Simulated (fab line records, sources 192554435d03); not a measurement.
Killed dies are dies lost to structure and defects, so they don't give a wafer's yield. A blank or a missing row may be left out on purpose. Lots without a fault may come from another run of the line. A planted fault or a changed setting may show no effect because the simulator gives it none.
Which tool did it? | flow n5_finfet | 24 lots, 72 wafers sampled, at 6 steps of a route of 1938

WHAT THE GAUGES READ, wafer by wafer
N5_BEOL_M2_CD_MEAS_11: target cd 16.79 nm. Usual: cd_nm 16.78 nm, standard deviation 0.27.
lot  | measured     | on        | cd_nm (nm)        | flag
L074 | day 6 16:21  | cd_sem-03 | 17.06 17.16 16.81 |
L075 | day 6 20:06  | cd_sem-01 | 16.70 16.90 16.57 |
L077 | day 7 04:23  | cd_sem-02 | 16.88 16.61 16.92 |
L076 | day 7 04:33  | cd_sem-01 | 16.50 17.00 16.91 |
L078 | day 7 14:08  | cd_sem-01 | 16.84 16.98 16.94 |
L079 | day 7 23:55  | cd_sem-02 | 16.94 16.96 17.28 |
L080 | day 8 08:05  | cd_sem-03 | 16.86 17.08 16.49 |
L082 | day 8 22:00  | cd_sem-02 | 16.50 16.69 16.50 |
L081 | day 9 02:25  | cd_sem-03 | 16.83 16.74 16.45 |
L083 | day 9 08:29  | cd_sem-01 | 16.54 16.52 16.75 |
L084 | day 9 08:34  | cd_sem-03 | 17.14 16.96 17.23 |
L086 | day 9 16:29  | cd_sem-01 | 16.75 16.55 16.19 |
L085 | day 9 18:15  | cd_sem-02 | 16.38 16.76 16.75 |
L088 | day 10 01:38 | cd_sem-02 | 16.54 16.44 17.46 |
L087 | day 10 05:30 | cd_sem-03 | 16.45 16.75 17.14 |
L089 | day 10 08:37 | cd_sem-02 | 16.47 16.58 16.86 |
L090 | day 10 11:20 | cd_sem-02 | 16.59 16.84 16.97 |
L091 | day 10 14:49 | cd_sem-02 | 16.75 16.86 16.48 |
L092 | day 10 19:40 | cd_sem-01 | 16.80 17.31 16.96 |
L093 | day 11 12:31 | cd_sem-03 | 17.04 17.00 16.86 |
L094 | day 12 04:46 | cd_sem-02 | 16.99 17.18 16.56 |
L095 | day 12 10:38 | cd_sem-01 | 17.18 17.03 16.79 |
L097 | day 12 12:34 | cd_sem-01 | 17.26 16.88 16.51 |
L096 | day 12 17:26 | cd_sem-02 | 16.27 16.64 16.73 |

N5_BEOL_M2_OVL_MEAS_29. Usual: V1_OVL -0.3 nm, standard deviation 0.72.
lot  | measured     | on         | V1_OVL (nm)    | flag
L074 | day 6 17:20  | overlay-01 | -0.4 0.7 0.1   |
L075 | day 6 21:02  | overlay-02 | 1.2 -0.5 -0.4  |
L077 | day 7 05:28  | overlay-01 | 0.2 -0.3 -0.3  |
L076 | day 7 05:40  | overlay-02 | 0.1 0.8 0.2    |
L078 | day 7 15:20  | overlay-02 | -0.1 0.0 -0.2  |
L079 | day 8 00:55  | overlay-02 | -2.0 -2.3 -2.1 |
L080 | day 8 09:08  | overlay-01 | -1.2 -0.3 -1.4 |
L082 | day 8 22:55  | overlay-01 | -1.3 -0.6 -0.2 |
L081 | day 9 03:27  | overlay-01 | -0.3 0.1 -0.7  |
L083 | day 9 09:24  | overlay-02 | 0.4 0.1 0.4    |
L084 | day 9 09:38  | overlay-01 | -1.4 -1.6 -1.4 |
L086 | day 9 17:28  | overlay-01 | 0.7 -0.1 0.5   |
L085 | day 9 19:11  | overlay-02 | -0.1 -0.5 0.2  |
L088 | day 10 02:40 | overlay-01 | -1.3 -0.6 -1.2 |
L087 | day 10 06:32 | overlay-01 | -0.7 -1.0 -1.2 |
L089 | day 10 09:41 | overlay-01 | -1.7 -0.3 -0.6 |
L090 | day 10 12:15 | overlay-01 | 0.8 0.1 -0.1   |
L091 | day 10 16:06 | overlay-02 | -0.3 0.6 -0.1  |
L092 | day 10 20:41 | overlay-01 | 1.0 0.5 0.2    |
L093 | day 11 18:10 | overlay-02 | 0.0 0.1 0.9    |
L094 | day 12 05:44 | overlay-01 | 0.8 0.9 -0.2   |
L095 | day 12 11:47 | overlay-02 | -0.8 -1.0 0.0  |
L097 | day 12 13:36 | overlay-02 | -0.4 -0.2 0.0  |
L096 | day 12 18:30 | overlay-01 | 0.0 -0.6 0.0   |

WHICH TOOL RAN EACH LOT (tool, then ch and the chambers of the sampled wafers, then the start)
lot  | N5_BEOL_M1_SPUTTER_79        | N5_BEOL_M1_ANNEAL_87         | N5_BEOL_M1_SPUTTER_88        | N5_BEOL_M1_DEP_57
L074 | pvd_sputter-02, day 6 10:49  | pvd_sputter-02, day 6 11:20  | pvd_sputter-02, day 6 11:28  | pecvd-02 ch 0,1,2, day 6 13:34
L075 | pvd_sputter-02, day 6 14:35  | pvd_sputter-02, day 6 15:07  | pvd_sputter-02, day 6 15:15  | pecvd-02 ch 1,2, day 6 17:14
L077 | pvd_sputter-02, day 6 23:01  | pvd_sputter-02, day 6 23:32  | pvd_sputter-02, day 6 23:41  | pecvd-02 ch 0,1,2, day 7 01:32
L076 | pvd_sputter-01, day 6 23:05  | pvd_sputter-01, day 6 23:36  | pvd_sputter-01, day 6 23:44  | pecvd-04 ch 0,1,2, day 7 01:38
L078 | pvd_sputter-01, day 7 08:38  | pvd_sputter-01, day 7 09:10  | pvd_sputter-01, day 7 09:18  | pecvd-02 ch 0,1,2, day 7 11:14
L079 | pvd_sputter-01, day 7 20:05  | pvd_sputter-01, day 7 20:37  | pvd_sputter-01, day 7 20:45  | pecvd-02 ch 0,1, day 7 22:41
L080 | pvd_sputter-01, day 7 22:55  | pvd_sputter-01, day 7 23:26  | pvd_sputter-01, day 7 23:34  | pecvd-03 ch 1,2, day 8 01:35
L082 | pvd_sputter-01, day 8 18:18  | pvd_sputter-01, day 8 18:49  | pvd_sputter-01, day 8 18:58  | pecvd-04 ch 0,1, day 8 20:49
L081 | pvd_sputter-01, day 8 22:38  | pvd_sputter-01, day 8 23:09  | pvd_sputter-01, day 8 23:17  | pecvd-02 ch 1,2, day 9 01:09
L083 | pvd_sputter-01, day 9 03:28  | pvd_sputter-01, day 9 03:59  | pvd_sputter-01, day 9 04:07  | pecvd-02 ch 1,2, day 9 05:59
L084 | pvd_sputter-03, day 9 03:34  | pvd_sputter-03, day 9 04:05  | pvd_sputter-03, day 9 04:14  | pecvd-02 ch 1,2, day 9 06:07
L086 | pvd_sputter-01, day 9 11:54  | pvd_sputter-01, day 9 12:25  | pvd_sputter-01, day 9 12:34  | pecvd-03 ch 0,1, day 9 14:27
L085 | pvd_sputter-01, day 9 13:50  | pvd_sputter-01, day 9 14:22  | pvd_sputter-01, day 9 14:30  | pecvd-03 ch 1, day 9 16:36
L088 | pvd_sputter-02, day 9 22:10  | pvd_sputter-02, day 9 22:41  | pvd_sputter-02, day 9 22:50  | pecvd-04 ch 0,2, day 10 00:41
L087 | pvd_sputter-03, day 10 01:34 | pvd_sputter-03, day 10 02:05 | pvd_sputter-03, day 10 02:13 | pecvd-02 ch 0,1,2, day 10 04:05
L089 | pvd_sputter-03, day 10 05:22 | pvd_sputter-03, day 10 05:53 | pvd_sputter-03, day 10 06:01 | pecvd-03 ch 1, day 10 07:55
L090 | pvd_sputter-01, day 10 06:04 | pvd_sputter-01, day 10 06:35 | pvd_sputter-01, day 10 06:43 | pecvd-03 ch 0,1, day 10 08:35
L091 | pvd_sputter-01, day 10 08:35 | pvd_sputter-01, day 10 09:07 | pvd_sputter-01, day 10 09:15 | pecvd-03 ch 1, day 10 11:11
L092 | pvd_sputter-03, day 10 16:09 | pvd_sputter-03, day 10 16:40 | pvd_sputter-03, day 10 16:49 | pecvd-04 ch 0,1,2, day 10 18:42
L093 | pvd_sputter-01, day 11 06:47 | pvd_sputter-01, day 11 07:19 | pvd_sputter-01, day 11 07:27 | pecvd-02 ch 1,2, day 11 09:23
L094 | pvd_sputter-02, day 12 00:44 | pvd_sputter-02, day 12 01:16 | pvd_sputter-02, day 12 01:24 | pecvd-04 ch 0,1,2, day 12 03:16
L095 | pvd_sputter-02, day 12 03:54 | pvd_sputter-02, day 12 04:25 | pvd_sputter-02, day 12 04:34 | pecvd-03 ch 0,1,2, day 12 06:37
L097 | pvd_sputter-03, day 12 09:11 | pvd_sputter-03, day 12 09:43 | pvd_sputter-03, day 12 09:51 | pecvd-02 ch 0,1, day 12 11:43
L096 | pvd_sputter-03, day 12 12:22 | pvd_sputter-03, day 12 12:53 | pvd_sputter-03, day 12 13:02 | pecvd-04 ch 1,2, day 12 14:59
- N5_BEOL_M1_SPUTTER_79: material Cu, target thk 4.5 nm, time 8.29 s.
- N5_BEOL_M1_ANNEAL_87: time 240 s.
- N5_BEOL_M1_SPUTTER_88: material Cu, target thk 4.5 nm, time 8.29 s.
- N5_BEOL_M1_DEP_57: deposits SiCN from 3MS/NH3, target thk 8 nm, time 14 s.

WHAT THE TOOLS THEMSELVES READ (means of the sampled wafers that have a number; where no wafer has one, the mark that the record gives instead)
N5_BEOL_M1_SPUTTER_79. Usual: throttle_valve_pct 29.8 %, standard deviation 0.96.
lot  | tool           | throttle_valve_pct (%) | flag
L074 | pvd_sputter-02 | 29.6                   |
L075 | pvd_sputter-02 | 30.4                   |
L077 | pvd_sputter-02 | 30.2                   |
L076 | pvd_sputter-01 | 29.4                   |
L078 | pvd_sputter-01 | 29.4                   |
L079 | pvd_sputter-01 | 29.8                   |
L080 | pvd_sputter-01 | 29.8                   |
L082 | pvd_sputter-01 | 29.5                   |
L081 | pvd_sputter-01 | 30.2                   |
L083 | pvd_sputter-01 | 29.7                   |
L084 | pvd_sputter-03 | 29.2                   |
L086 | pvd_sputter-01 | 28.9                   |
L085 | pvd_sputter-01 | 30.2                   |
L088 | pvd_sputter-02 | 29.5                   |
L087 | pvd_sputter-03 | 29.4                   |
L089 | pvd_sputter-03 | 29.5                   |
L090 | pvd_sputter-01 | 29.8                   |
L091 | pvd_sputter-01 | 29.6                   |
L092 | pvd_sputter-03 | 29.5                   |
L093 | pvd_sputter-01 | 29.6                   |
L094 | pvd_sputter-02 | 30.6                   |
L095 | pvd_sputter-02 | 30.3                   |
L097 | pvd_sputter-03 | 29.0                   |
L096 | pvd_sputter-03 | 29.7                   |

N5_BEOL_M1_ANNEAL_87. Usual: heater_power_w 821 W, standard deviation 64.
lot  | tool           | heater_power_w (W) | flag
L074 | pvd_sputter-02 | 830                |
L075 | pvd_sputter-02 | 820                |
L077 | pvd_sputter-02 | 822                |
L076 | pvd_sputter-01 | 768                |
L078 | pvd_sputter-01 | 836                |
L079 | pvd_sputter-01 | 774                |
L080 | pvd_sputter-01 | 823                |
L082 | pvd_sputter-01 | 816                |
L081 | pvd_sputter-01 | 800                |
L083 | pvd_sputter-01 | 778                |
L084 | pvd_sputter-03 | 786                |
L086 | pvd_sputter-01 | 896                |
L085 | pvd_sputter-01 | 802                |
L088 | pvd_sputter-02 | 840                |
L087 | pvd_sputter-03 | 830                |
L089 | pvd_sputter-03 | 832                |
L090 | pvd_sputter-01 | 781                |
L091 | pvd_sputter-01 | 831                |
L092 | pvd_sputter-03 | 816                |
L093 | pvd_sputter-01 | 855                |
L094 | pvd_sputter-02 | 841                |
L095 | pvd_sputter-02 | 839                |
L097 | pvd_sputter-03 | 788                |
L096 | pvd_sputter-03 | 851                |

N5_BEOL_M1_SPUTTER_88. Usual: throttle_valve_pct 29.7 %, standard deviation 0.99.
lot  | tool           | throttle_valve_pct (%) | flag
L074 | pvd_sputter-02 | 29.6                   |
L075 | pvd_sputter-02 | 30.5                   |
L077 | pvd_sputter-02 | 30.3                   |
L076 | pvd_sputter-01 | 29.4                   |
L078 | pvd_sputter-01 | 29.5                   |
L079 | pvd_sputter-01 | 29.8                   |
L080 | pvd_sputter-01 | 29.8                   |
L082 | pvd_sputter-01 | 29.4                   |
L081 | pvd_sputter-01 | 30.3                   |
L083 | pvd_sputter-01 | 30.0                   |
L084 | pvd_sputter-03 | 29.1                   |
L086 | pvd_sputter-01 | 29.0                   |
L085 | pvd_sputter-01 | 30.4                   |
L088 | pvd_sputter-02 | 29.5                   |
L087 | pvd_sputter-03 | 29.6                   |
L089 | pvd_sputter-03 | 29.4                   |
L090 | pvd_sputter-01 | 29.7                   |
L091 | pvd_sputter-01 | 29.6                   |
L092 | pvd_sputter-03 | 29.4                   |
L093 | pvd_sputter-01 | 29.3                   |
L094 | pvd_sputter-02 | 30.6                   |
L095 | pvd_sputter-02 | 30.2                   |
L097 | pvd_sputter-03 | 29.1                   |
L096 | pvd_sputter-03 | 29.8                   |

N5_BEOL_M1_DEP_57. Usual: showerhead_plenum_p_Torr 3.663 Torr, standard deviation 0.01; throttle_valve_pct 9.2 %, standard deviation 0.57.
lot  | tool     | showerhead_plenum_p_Torr (Torr) | throttle_valve_pct (%) | flag
L074 | pecvd-02 | 3.660                           | 9.2                    |
L075 | pecvd-02 | 3.657                           | 8.8                    |
L077 | pecvd-02 | 3.660                           | 9.1                    |
L076 | pecvd-04 | 3.665                           | 9.1                    |
L078 | pecvd-02 | 3.667                           | 9.2                    |
L079 | pecvd-02 | 3.661                           | 9.8                    |
L080 | pecvd-03 | 3.652                           | 9.3                    |
L082 | pecvd-04 | 3.666                           | 8.9                    |
L081 | pecvd-02 | 3.660                           | 9.3                    |
L083 | pecvd-02 | 3.659                           | 8.7                    |
L084 | pecvd-02 | 3.651                           | 9.4                    |
L086 | pecvd-03 | 3.666                           | 8.9                    |
L085 | pecvd-03 | 3.650                           | 9.2                    |
L088 | pecvd-04 | 3.675                           | 8.7                    |
L087 | pecvd-02 | 3.662                           | 9.3                    |
L089 | pecvd-03 | 3.650                           | 9.3                    |
L090 | pecvd-03 | 3.667                           | 8.9                    |
L091 | pecvd-03 | 3.651                           | 9.5                    |
L092 | pecvd-04 | 3.673                           | 9.3                    |
L093 | pecvd-02 | 3.662                           | 9.4                    |
L094 | pecvd-04 | 3.669                           | 9.2                    |
L095 | pecvd-03 | 3.665                           | 8.8                    |
L097 | pecvd-02 | 3.655                           | 9.8                    |
L096 | pecvd-04 | 3.671                           | 9.6                    |

THE ANSWER, worked out from the rows above alone
Rule: a lot is off if the mean of its wafers that have a number lies more than 3 standard deviations from the usual mean. A lot without any number at a reading at which 4 lots or more have one is off too. The other lots that the step has rows for count as sound. The gauges are gone through in route order, then the tools' own readings, and for those a lot's mean is taken as printed above. The first step at which some lot is off is used, and at that step the reading that is off furthest; a lot without a number counts as furthest.
No lot is off at any reading shown: from this, nothing can be told.

WHAT THE SIMULATOR HAD PUT IN
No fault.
